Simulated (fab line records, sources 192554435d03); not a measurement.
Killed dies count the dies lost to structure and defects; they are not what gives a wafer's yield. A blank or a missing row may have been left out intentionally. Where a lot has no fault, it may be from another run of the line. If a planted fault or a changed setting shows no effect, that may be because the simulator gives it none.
Chamber matching	flow n5 finfet	4 sister chambers for N5_SDB_ETCH_18 on rie diel-02
The step etches SOC in N2/H2, target depth 100 nm, overetch 20 nm, time 150 s. 4 wafers are shown with their chamber, then 11 later ones without.

== WAFERS, EACH WITH ITS CHAMBER ==
wafer	chamber	drypump motor current A (A)
L088.2	0	6.1
L089.1	1	5.9
L089.4	3	6.6
L090.2	2	5.6

== WAFERS WITHOUT THEIR CHAMBER ==
wafer	drypump motor current A (A)
L090.3	6.6
L090.5	5.9
L091.3	6.2
L091.4	6.5
L091.6	6.5
L094.1	5.6
L094.2	5.9
L094.3	6.6
L096.2	6.1
L096.3	6.5
L096.5	5.9

== CHAMBER TAKEN BY EACH ==
wafer	from the rows above	in truth
L090.3	3	3
L090.5	1	1
L091.3	0	0
L091.4	3	3
L091.6	3	3
L094.1	2	2
L094.2	1	1
L094.3	3	3
L096.2	0	0
L096.3	3	3
L096.5	1	1
Correct placement for 11 of the 11. From these rows, 0 cannot be placed. Number placed wrongly: 0.
How it was worked out, from the rows above alone: a wafer's distance from a chamber is the root of the sum, over the readings, of the square of ((its reading less the chamber's mean) divided by the reading's scatter). The wafer belongs to the nearest chamber; if the next one is less than 2 further off, it can't be placed. A chamber's mean is the mean of its shown wafers. The scatter: root of mean squared gap, hidden wafer to nearest shown wafer, with one shown wafer a chamber.
